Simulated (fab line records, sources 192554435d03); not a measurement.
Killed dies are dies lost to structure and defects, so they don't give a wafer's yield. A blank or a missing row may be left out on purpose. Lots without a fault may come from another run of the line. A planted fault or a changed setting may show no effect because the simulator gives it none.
Chamber matching | flow n5_finfet | N5_BEOL_M10_ETCH_66 on rie_diel-05: 4 sister chambers
The step etches SOC in N2/H2, target depth 120 nm, overetch 24 nm, time 180 s. 4 wafers are shown with their chamber, then 7 later ones without.

WAFERS WITH THEIR CHAMBER
wafer  | chamber | throttle_valve_pct (%)
L182.6 | 3       | 17.65
L189.5 | 2       | 17.71
L190.1 | 0       | 17.97
L190.5 | 1       | 18.04

WAFERS WITHOUT THEIR CHAMBER
wafer  | throttle_valve_pct (%)
L190.6 | 17.98
L192.1 | 18.03
L192.2 | 17.71
L192.6 | 17.67
L195.1 | 17.68
L195.2 | 17.73
L195.3 | 18.06

WHICH CHAMBER EACH WENT THROUGH
wafer  | from the rows above     | in truth
L190.6 | 0                       | 0
L192.1 | 1                       | 1
L192.2 | 2                       | 2
L192.6 | can't be placed: 3 or 2 | 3
L195.1 | can't be placed: 2 or 3 | 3
L195.2 | 2                       | 2
L195.3 | 1                       | 1
Placed correctly: 5 of 7. Can't be placed from these rows: 2 (the true chamber is among the candidates in 2). Placed wrongly: 0.
How it was worked out, from the rows above alone: a wafer's distance from a chamber is the root of the sum, over the readings, of the square of ((its reading less the chamber's mean) divided by the reading's scatter). The wafer belongs to the nearest chamber; if the next one is less than 2 further off, it can't be placed. A chamber's mean is the mean of its shown wafers. The scatter: with one shown wafer a chamber, the root of the mean of the squares of how far each hidden wafer lies from its nearest shown one.
